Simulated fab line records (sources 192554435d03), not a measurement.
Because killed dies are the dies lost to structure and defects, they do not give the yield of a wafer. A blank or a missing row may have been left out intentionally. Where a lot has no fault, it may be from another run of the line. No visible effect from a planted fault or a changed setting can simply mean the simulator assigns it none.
fab line records	flow n5-finfet	part 1 of 2: steps 1 to 4 of 6
record lots=24	wafers=72	last-day=17
route steps=1938 shown BEOL_M7@1317 BEOL_M8@1345
lots with no fault: from the same line, run without faults
start-h: start of the lot's first displayed wafer, in hours after the record's first day	wait-h: time in hours since the lot's previous step	" unchanged from the row above	L1.1+2: several wafers, shown together as one row	- no value, or no start given	* or withheld: withheld	< > ~ a bound
route shown NAME@n: a module of which the file shows steps, and the number in the route of the first	usual: mean/standard deviation taken from wafers without a fault	same: alike in all rows	chamber/n: place in a boat	sites: each site's reading	_std_site: how widely they spread, as a standard deviation	_edge_site: inner sites' mean taken away from outer sites' mean	radius-mm: for every site, how far away it sits from the centre of the wafer	mask NAME#n: copy n	behind: the most recent tool/chamber to have shaped the wafer	hold: what put the lot on hold/how long, in hours/how the hold closed	device: whichever transistor did not switch (one of n, p or np)	end of line: at the end of the route, the tests of the same wafers	step lacking rows: just its recipe	killed: at the first sort, the dies lost to defects and structure; wafer yield is something else	map: per-die view of a wafer (x killed, . not killed, _ where there is no die)
set.NAME: the setting the step ran with; set.NAME@STEP: the setting that earlier step ran with	model.NAME: the simulator's own value behind a step, which no gauge read
a sample of lots followed through the steps of the route, with each step as a table and each wafer as a row
services: a tool's chamber out of use, with start hour (start-h, from the record's first day; less than 0 if before it), hours out, and reason
## steps
# step N5_BEOL_M7_CURE_75
# recipe temp-c=370	time-s=120	ambient=DMADMS/He	material=SiCOH_lowk
# usual lamp-power-pct=52.32/0.053	wafer_temp_C_max=371.9/0.74
lot.wafer	tool	chamber	start-h	wait-h	lamp-power-pct	wafer_temp_C_max
L075.3	uv-cure-02	0	206.28	0.1	52.34	372.5
L075.4	"	0	"	"	52.30	372.5
L075.5	"	0	"	"	52.33	372.8
L074.3	uv-cure-02	1	209.79	0.1	52.30	371.2
L074.5	"	1	"	"	52.36	370.8
L074.6	"	1	"	"	52.32	371.2
L076.2	uv-cure-01	2	211.78	0.1	52.30	372.5
L076.4	"	2	"	"	52.28	372.6
L076.5	"	2	"	"	52.23	373.1
L077.1	uv-cure-03	2	216.12	0.0	52.26	371.4
L077.3	"	2	"	"	52.33	371.6
L077.5	"	2	"	"	52.42	371.2
L078.4	uv-cure-03	1	219.65	0.4	52.32	371.4
L078.5	"	1	"	"	52.28	371.2
L078.6	"	1	"	"	52.29	370.9
L079.2	uv-cure-03	2	221.63	0.1	52.35	371.3
L079.3	"	2	"	"	52.28	371.8
L079.6	"	2	"	"	52.22	371.9
L080.2	uv-cure-03	2	233.96	0.1	52.44	372.1
L080.3	"	2	"	"	52.38	371.3
L080.5	"	2	"	"	52.34	372.1
L081.1	uv-cure-01	2	242.12	0.0	52.33	372.5
L081.3	"	2	"	"	52.35	373.3
L081.6	"	2	"	"	52.37	373.1
L082.1	uv-cure-02	2	254.94	0.0	52.23	373.0
L082.4	"	2	"	"	52.31	372.0
L082.6	"	2	"	"	52.34	371.9
L083.1	uv-cure-03	0	258.89	0.0	52.25	371.3
L083.3	"	0	"	"	52.34	371.5
L083.4	"	0	"	"	52.27	371.8
L084.2	uv-cure-03	2	268.39	0.1	52.27	371.4
L084.5	"	2	"	"	52.33	371.6
L084.6	"	2	"	"	52.22	371.8
L085.3	uv-cure-03	2	272.04	0.1	52.30	371.5
L085.4	"	2	"	"	52.35	371.4
L085.6	"	2	"	"	52.31	372.5
L087.2	uv-cure-02	2	281.25	0.2	52.29	372.2
L087.3	"	2	"	"	52.25	371.7
L087.6	"	2	"	"	52.33	371.6
L088.4	uv-cure-02	0	281.74	0.2	52.35	372.8
L088.5	"	0	"	"	52.38	373.2
L088.6	"	0	"	"	52.34	373.5
L089.1	uv-cure-01	2	285.00	0.0	52.31	373.4
L089.3	"	2	"	"	52.25	373.2
L089.4	"	2	"	"	52.31	374.0
L086.2	uv-cure-03	1	285.71	0.1	52.25	371.0
L086.4	"	1	"	"	52.22	371.2
L086.5	"	1	"	"	52.42	370.9
L090.1	uv-cure-03	2	292.87	0.0	52.34	371.6
L090.2	"	2	"	"	52.37	371.5
L090.6	"	2	"	"	52.30	371.3
L092.2	uv-cure-03	0	307.12	0.1	52.37	371.6
L092.3	"	0	"	"	52.44	371.5
L092.6	"	0	"	"	52.34	371.3
L091.1	uv-cure-01	1	309.14	0.0	52.38	372.2
L091.2	"	1	"	"	52.30	371.4
L091.3	"	1	"	"	52.37	372.4
L093.1	uv-cure-01	2	310.78	0.0	52.33	372.1
L093.2	"	2	"	"	52.30	372.5
L093.6	"	2	"	"	52.41	372.6
L095.2	uv-cure-02	0	318.68	0.1	52.40	372.6
L095.3	"	0	"	"	52.38	372.6
L095.5	"	0	"	"	52.25	372.7
L094.1	uv-cure-02	2	319.98	0.0	52.30	371.8
L094.2	"	2	"	"	52.32	371.8
L094.6	"	2	"	"	52.33	371.8
L096.2	uv-cure-01	0	328.18	0.1	52.40	371.0
L096.5	"	0	"	"	52.30	370.8
L096.6	"	0	"	"	52.21	371.1
L097.4	uv-cure-01	1	332.81	0.2	52.33	371.6
L097.5	"	1	"	"	52.28	372.1
L097.6	"	1	"	"	52.26	372.3
# step N5_BEOL_M8_CD_MEAS_11
# recipe target-cd-nm=38.5	landing-energy-ev=500	detector=se-inlens	polarity=opening
# usual cd-nm=38.5/0.37
lot.wafer	tool	chamber	start-h	wait-h	cd-nm
L075.3	cd-sem-03	0	212.51	-	39.1
L075.4	"	0	"	"	39.0
L075.5	"	0	"	"	38.6
L074.3	cd-sem-03	0	214.16	-	38.8
L074.5	"	0	"	"	38.4
L074.6	"	0	"	"	38.8
L076.2	cd-sem-03	0	216.26	-	39.0
L076.4	"	0	"	"	38.9
L076.5	"	0	"	"	38.9
L077.1	cd-sem-02	0	221.38	-	38.4
L077.3	"	0	"	"	38.8
L077.5	"	0	"	"	38.7
L078.4	cd-sem-03	0	224.27	-	38.5
L078.5	"	0	"	"	38.0
L078.6	"	0	"	"	38.3
L079.2	cd-sem-03	0	226.91	-	37.7
L079.3	"	0	"	"	38.2
L079.6	"	0	"	"	38.1
L080.2	cd-sem-02	0	239.55	-	38.8
L080.3	"	0	"	"	39.0
L080.5	"	0	"	"	38.9
L081.1	cd-sem-02	0	247.35	-	38.3
L081.3	"	0	"	"	38.2
L081.6	"	0	"	"	38.8
L082.1	cd-sem-01	0	259.07	-	38.4
L082.4	"	0	"	"	38.6
L082.6	"	0	"	"	38.2
L083.1	cd-sem-01	0	264.19	-	38.7
L083.3	"	0	"	"	38.8
L083.4	"	0	"	"	38.8
L084.2	cd-sem-03	0	272.74	-	38.4
L084.5	"	0	"	"	38.6
L084.6	"	0	"	"	37.7
L085.3	cd-sem-01	0	275.57	-	38.5
L085.4	"	0	"	"	38.2
L085.6	"	0	"	"	38.3
L087.2	cd-sem-01	0	285.37	-	38.4
L087.3	"	0	"	"	37.5
L087.6	"	0	"	"	37.7
L088.4	cd-sem-02	0	285.73	-	39.1
L088.5	"	0	"	"	38.2
L088.6	"	0	"	"	37.8
L089.1	cd-sem-01	0	289.25	-	38.1
L089.3	"	0	"	"	38.7
L089.4	"	0	"	"	38.6
L086.2	cd-sem-02	0	290.00	-	38.6
L086.4	"	0	"	"	38.6
L086.5	"	0	"	"	38.7
L090.1	cd-sem-03	0	298.82	-	39.1
L090.2	"	0	"	"	38.1
L090.6	"	0	"	"	38.9
L092.2	cd-sem-03	0	311.15	-	38.9
L092.3	"	0	"	"	39.1
L092.6	"	0	"	"	38.5
L091.1	cd-sem-02	0	313.84	-	38.5
L091.2	"	0	"	"	38.2
L091.3	"	0	"	"	38.6
L093.1	cd-sem-01	0	314.39	-	39.4
L093.2	"	0	"	"	38.8
L093.6	"	0	"	"	39.0
L095.2	cd-sem-01	0	323.43	-	38.3
L095.3	"	0	"	"	38.7
L095.5	"	0	"	"	38.4
L094.1	cd-sem-03	0	326.49	-	38.5
L094.2	"	0	"	"	38.3
L094.6	"	0	"	"	38.8
L096.2	cd-sem-03	0	332.72	-	38.8
L096.5	"	0	"	"	38.7
L096.6	"	0	"	"	39.2
L097.4	cd-sem-02	0	336.80	-	38.3
L097.5	"	0	"	"	38.3
L097.6	"	0	"	"	38.7
# step N5_BEOL_M8_ETCH_72
# recipe chemistry=N2/H2	target=underlayer	target-depth-a=65	mask-material=CAR-EUV	time-s=5.2	ion-energy-ev=200	pressure-mtorr=30	source-w=840	bias-w=150	n2-flow-sccm=200	h2-flow-sccm=200	ends=cleared
# usual bias-w=150.0/0.47	drypump-motor-current-A=5.9/0.48	etch-rf-on-time-s=5.27/0.089	oes-product-au=0.65/0.077	rf-vpp-V=523.8/2.6	showerhead-plenum-p-Torr=2.54/0.083	throttle-valve-pct=17.80/0.27
lot.wafer	tool	chamber	start-h	wait-h	bias-w	drypump-motor-current-A	etch-rf-on-time-s	oes-product-au	rf-hours-counter-h	rf-vpp-V	showerhead-plenum-p-Torr	throttle-valve-pct
L075.3	rie-diel-01	3	213.70	0.0	150.4	5.1	5.27	0.68	76	527.1	2.69	17.67
L075.4	"	2	"	"	149.4	5.4	5.12	0.70	86	527.6	2.68	17.63
L075.5	"	1	"	"	150.3	6.1	5.30	0.60	-	518.9	2.42	17.70
L074.3	rie-diel-05	2	215.55	0.0	151.5	6.3	5.35	0.58	209	521.7	2.52	18.03
L074.5	"	2	"	"	150.9	6.3	5.34	0.59	-	522.4	2.52	18.06
L074.6	"	0	"	"	149.9	5.2	5.38	0.59	-	526.0	2.61	17.98
L076.2	rie-diel-05	3	219.09	0.0	149.3	5.4	5.32	0.60	206	522.1	2.53	18.08
L076.4	"	2	"	"	150.0	6.3	5.31	0.59	210	524.7	2.52	18.07
L076.5	"	0	"	"	149.8	5.2	5.33	0.60	-	526.3	2.61	17.99
L077.1	rie-diel-05	0	222.57	0.0	149.0	5.2	5.33	0.59	237	524.8	2.61	17.99
L077.3	"	2	"	"	150.3	6.3	5.32	0.58	211	522.3	2.52	18.06
L077.5	"	1	"	"	150.9	6.2	5.10	0.84	-	522.2	2.50	17.68
L078.4	rie-diel-03	3	225.74	0.0	150.2	6.3	5.15	0.66	143	521.0	2.43	17.68
L078.5	"	2	"	"	149.7	6.6	5.31	0.60	-	526.5	2.62	18.31
L078.6	"	3	"	"	150.1	6.3	5.11	0.67	-	518.9	2.43	17.71
L079.2	rie-diel-03	2	228.43	0.0	149.9	6.6	5.42	0.59	224	526.8	2.62	18.29
L079.3	"	3	"	"	150.3	6.3	5.15	0.65	144	519.7	2.43	17.70
L079.6	"	2	"	"	150.2	6.6	5.37	0.59	-	527.1	2.62	18.26
L080.2	rie-diel-01	0	243.03	0.0	150.0	5.5	5.14	0.78	17	523.5	2.60	17.24
L080.3	"	2	"	"	150.6	5.4	5.16	0.68	97	527.9	2.68	17.67
L080.5	"	2	"	"	150.0	5.4	5.15	0.68	-	528.0	2.68	17.66
L081.1	rie-diel-05	2	251.33	0.0	151.2	6.3	5.42	0.58	220	523.3	2.52	18.08
L081.3	"	1	"	"	149.5	6.2	5.17	0.79	11	521.0	2.49	17.63
L081.6	"	0	"	"	150.0	5.2	5.39	0.58	-	525.6	2.60	18.01
L082.1	rie-diel-03	0	261.34	0.0	150.0	6.3	5.19	0.73	56	523.4	2.47	17.67
L082.4	"	1	"	"	149.9	5.7	5.22	0.65	130	527.0	2.65	17.41
L082.6	"	3	"	"	150.7	6.3	5.21	0.65	-	519.2	2.43	17.70
L083.1	rie-diel-05	1	267.71	0.0	149.4	6.2	5.22	0.78	17	524.9	2.49	17.68
L083.3	"	3	"	"	150.6	5.4	5.38	0.60	222	522.7	2.52	18.08
L083.4	"	2	"	"	150.5	6.3	5.40	0.58	-	522.6	2.52	18.08
L084.2	rie-diel-03	2	274.15	0.0	149.8	6.6	5.41	0.58	241	525.1	2.61	18.33
L084.5	"	3	"	"	150.6	6.3	5.23	0.63	-	520.0	2.43	17.70
L084.6	"	0	"	"	150.1	6.3	5.28	0.72	-	520.6	2.47	17.68
L085.3	rie-diel-05	1	276.64	0.0	149.4	6.2	5.27	0.77	22	522.9	2.49	17.67
L085.4	"	2	"	"	149.9	6.3	5.30	0.58	-	524.0	2.52	18.10
L085.6	"	3	"	"	150.0	5.3	5.38	0.58	-	522.8	2.52	18.10
L088.4	rie-diel-01	1	288.18	0.0	150.6	6.1	5.35	0.58	232	521.2	2.41	17.77
L088.5	"	0	"	"	150.0	5.5	5.22	0.76	-	522.9	2.59	17.27
L088.6	"	3	"	"	150.0	5.1	5.31	0.66	-	528.5	2.68	17.73
L087.2	rie-diel-03	3	288.23	0.0	150.5	6.3	5.16	0.63	166	517.8	2.42	17.71
L087.3	"	1	"	"	150.0	5.7	5.26	0.64	138	526.0	2.65	17.43
L087.6	"	2	"	"	150.7	6.6	5.36	0.57	-	524.4	2.61	18.30
L089.1	rie-diel-05	2	290.85	0.0	150.3	6.3	5.33	0.57	234	523.6	2.51	18.10
L089.3	"	3	"	"	149.8	5.4	5.35	0.59	232	522.4	2.52	18.10
L089.4	"	0	"	"	150.3	5.2	5.20	0.81	2	524.2	2.60	17.59
L086.2	rie-diel-05	1	292.44	0.0	149.6	6.2	5.17	0.78	27	522.1	2.49	17.67
L086.4	"	2	"	"	150.3	6.3	5.26	0.58	235	520.7	2.51	18.09
L086.5	"	0	"	"	150.1	5.2	5.16	0.83	-	523.0	2.60	17.58
L090.1	rie-diel-03	1	299.98	0.0	149.8	5.7	5.28	0.64	143	526.4	2.64	17.43
L090.2	"	3	"	"	149.7	6.3	5.22	0.64	170	522.2	2.42	17.74
L090.6	"	0	"	"	149.8	6.3	5.29	0.70	-	520.2	2.46	17.69
L092.2	rie-diel-05	2	312.16	0.0	150.8	6.3	5.34	0.57	242	521.5	2.51	18.11
L092.3	"	0	"	"	150.1	5.2	5.18	0.79	9	523.9	2.60	17.59
L092.6	"	3	"	"	151.2	5.4	5.37	0.59	-	521.5	2.52	18.12
L091.1	rie-diel-05	3	315.52	0.0	149.9	5.3	5.41	0.58	241	521.8	2.51	18.13
L091.2	"	0	"	"	150.7	5.2	5.15	0.78	10	524.1	2.60	17.58
L091.3	"	2	"	"	150.2	6.3	5.36	0.57	243	522.0	2.51	18.12
L093.1	rie-diel-01	2	315.94	0.0	149.9	5.4	5.13	0.67	123	528.2	2.67	17.69
L093.2	"	0	"	"	150.5	5.5	5.16	0.75	44	526.1	2.59	17.28
L093.6	"	2	"	"	149.4	5.4	5.12	0.67	-	526.3	2.66	17.70
L095.2	rie-diel-03	0	325.63	0.0	148.9	6.3	5.24	0.70	79	519.8	2.46	17.68
L095.3	"	3	"	"	150.1	6.3	5.24	0.62	180	520.7	2.42	17.76
L095.5	"	1	"	"	149.9	5.7	5.21	0.64	-	526.8	2.64	17.48
L094.1	rie-diel-05	0	328.40	0.0	149.7	5.2	5.23	0.76	16	524.5	2.59	17.62
L094.2	"	1	"	"	150.0	6.1	5.20	0.75	41	521.4	2.48	17.68
L094.6	"	2	"	"	149.4	6.3	5.31	0.57	-	521.7	2.51	18.12
L096.2	rie-diel-01	0	335.50	0.0	150.2	5.5	5.18	0.73	52	525.2	2.59	17.32
L096.5	"	3	"	"	151.1	5.1	5.32	0.64	-	526.7	2.67	17.77
L096.6	"	0	"	"	150.6	5.5	5.23	0.73	-	527.0	2.59	17.29
L097.4	rie-diel-03	0	341.36	0.0	149.8	6.3	5.19	0.70	-	521.9	2.46	17.71
L097.5	"	1	"	"	151.0	5.7	5.24	0.62	-	526.7	2.64	17.49
L097.6	"	3	"	"	150.2	6.3	5.18	0.62	-	520.9	2.42	17.73
# step N5_BEOL_M8_STRIP_80
# recipe chemistry=N2/H2	time-s=10	power-w=450	temp-c=40	pressure-mtorr=20	rf-frequency-hz=6e+07	bias-power-w=7	n2-flow-sccm=200	h2-flow-sccm=200
# usual drypump-motor-current-A=5.9/0.48	oes-product-au=0.77/0.088	rf-vpp-V=59.2/0.95	showerhead-plenum-p-Torr=2.54/0.083	throttle-valve-pct=23.6/0.32
lot.wafer	tool	chamber	start-h	wait-h	drypump-motor-current-A	oes-product-au	rf-hours-counter-h	rf-vpp-V	showerhead-plenum-p-Torr	throttle-valve-pct
L075.3	rie-diel-01	3	-	-	5.1	0.80	76	60.3	2.69	23.6
L075.4	"	2	"	"	5.4	0.81	86	59.9	2.68	23.5
L075.5	"	1	"	"	6.1	0.71	-	58.3	2.41	23.3
L074.3	rie-diel-05	2	-	-	6.3	0.70	209	59.4	2.52	23.9
L074.5	"	2	"	"	6.3	0.69	-	59.7	2.52	23.8
L074.6	"	0	"	"	5.2	0.70	-	59.2	2.60	23.8
L076.2	rie-diel-05	3	-	-	5.4	0.72	206	59.9	2.52	23.8
L076.4	"	2	"	"	6.3	0.69	211	58.8	2.52	23.8
L076.5	"	0	"	"	5.2	0.70	-	61.2	2.60	23.8
L077.1	rie-diel-05	0	-	-	5.2	0.70	238	60.1	2.60	23.7
L077.3	"	2	"	"	6.3	0.70	211	59.1	2.52	23.9
L077.5	"	1	"	"	6.1	0.98	-	58.1	2.49	23.6
L078.4	rie-diel-03	3	-	-	6.3	0.77	144	59.3	2.43	23.3
L078.5	"	2	"	"	6.6	0.71	-	59.7	2.61	24.2
L078.6	"	3	"	"	6.3	0.77	-	59.5	2.43	23.3
L079.2	rie-diel-03	2	-	-	6.6	0.69	224	61.2	2.61	24.2
L079.3	"	3	"	"	6.3	0.77	144	58.8	2.43	23.3
L079.6	"	2	"	"	6.6	0.69	-	57.9	2.61	24.2
L080.2	rie-diel-01	0	-	-	5.5	0.93	17	58.8	2.60	22.9
L080.3	"	2	"	"	5.4	0.80	97	59.6	2.67	23.5
L080.5	"	2	"	"	5.3	0.80	-	58.9	2.67	23.5
L081.1	rie-diel-05	2	-	-	6.3	0.69	220	59.2	2.51	23.9
L081.3	"	1	"	"	6.2	0.93	11	57.3	2.49	23.6
L081.6	"	0	"	"	5.2	0.68	-	58.5	2.60	23.8
L082.1	rie-diel-03	0	-	-	6.3	0.86	56	59.4	2.46	23.4
L082.4	"	1	"	"	5.7	0.77	130	58.9	2.65	23.0
L082.6	"	3	"	"	6.3	0.75	-	58.6	2.42	23.4
L083.1	rie-diel-05	1	-	-	6.2	0.91	17	58.9	2.49	23.6
L083.3	"	3	"	"	5.4	0.71	222	59.0	2.52	23.8
L083.4	"	2	"	"	6.3	0.69	-	59.9	2.51	23.9
L084.2	rie-diel-03	2	-	-	6.6	0.69	241	57.9	2.61	24.2
L084.5	"	3	"	"	6.3	0.75	-	58.5	2.42	23.3
L084.6	"	0	"	"	6.3	0.85	-	60.2	2.46	23.4
L085.3	rie-diel-05	1	-	-	6.2	0.91	22	57.7	2.49	23.6
L085.4	"	2	"	"	6.3	0.68	-	58.4	2.51	23.9
L085.6	"	3	"	"	5.4	0.70	-	61.0	2.52	23.9
L088.4	rie-diel-01	1	-	-	6.1	0.69	232	57.3	2.40	23.3
L088.5	"	0	"	"	5.5	0.90	-	60.9	2.59	23.0
L088.6	"	3	"	"	5.1	0.77	-	58.4	2.67	23.6
L087.2	rie-diel-03	3	-	-	6.3	0.75	166	59.9	2.42	23.3
L087.3	"	1	"	"	5.7	0.76	138	60.6	2.64	23.1
L087.6	"	2	"	"	6.6	0.68	-	58.0	2.61	24.2
L089.1	rie-diel-05	2	-	-	6.3	0.68	234	60.0	2.51	23.9
L089.3	"	3	"	"	5.3	0.69	232	58.0	2.51	23.9
L089.4	"	0	"	"	5.2	0.95	2	59.5	2.60	23.4
L086.2	rie-diel-05	1	-	-	6.1	0.89	27	59.3	2.48	23.6
L086.4	"	2	"	"	6.3	0.68	235	60.0	2.51	23.9
L086.5	"	0	"	"	5.2	0.96	-	59.6	2.60	23.4
L090.1	rie-diel-03	1	-	-	5.7	0.75	144	60.0	2.64	23.1
L090.2	"	3	"	"	6.2	0.74	171	58.2	2.42	23.4
L090.6	"	0	"	"	6.3	0.83	-	60.3	2.46	23.4
L092.2	rie-diel-05	2	-	-	6.3	0.67	243	58.1	2.51	23.9
L092.3	"	0	"	"	5.2	0.92	9	57.6	2.59	23.4
L092.6	"	3	"	"	5.4	0.69	-	58.5	2.51	23.9
L091.1	rie-diel-05	3	-	-	5.4	0.69	241	58.1	2.51	23.8
L091.2	"	0	"	"	5.2	0.92	10	60.2	2.59	23.4
L091.3	"	2	"	"	6.3	0.67	243	60.5	2.51	23.9
L093.1	rie-diel-01	2	-	-	5.4	0.77	123	59.9	2.66	23.5
L093.2	"	0	"	"	5.5	0.88	44	59.3	2.58	23.0
L093.6	"	2	"	"	5.3	0.77	-	60.6	2.66	23.5
L095.2	rie-diel-03	0	-	-	6.3	0.83	79	58.7	2.46	23.4
L095.3	"	3	"	"	6.3	0.73	180	58.3	2.41	23.4
L095.5	"	1	"	"	5.6	0.75	-	61.8	2.64	23.1
L094.1	rie-diel-05	0	-	-	5.2	0.91	16	58.5	2.59	23.4
L094.2	"	1	"	"	6.2	0.86	41	59.5	2.48	23.6
L094.6	"	2	"	"	6.3	0.66	-	57.9	2.50	23.9
L096.2	rie-diel-01	0	-	-	5.5	0.86	53	60.3	2.58	23.0
L096.5	"	3	"	"	5.1	0.75	-	59.9	2.67	23.6
L096.6	"	0	"	"	5.5	0.85	-	58.9	2.58	23.0
L097.4	rie-diel-03	0	-	-	6.3	0.81	-	57.9	2.45	23.4
L097.5	"	1	"	"	5.6	0.73	-	59.1	2.63	23.1
L097.6	"	3	"	"	6.3	0.73	-	58.9	2.41	23.4
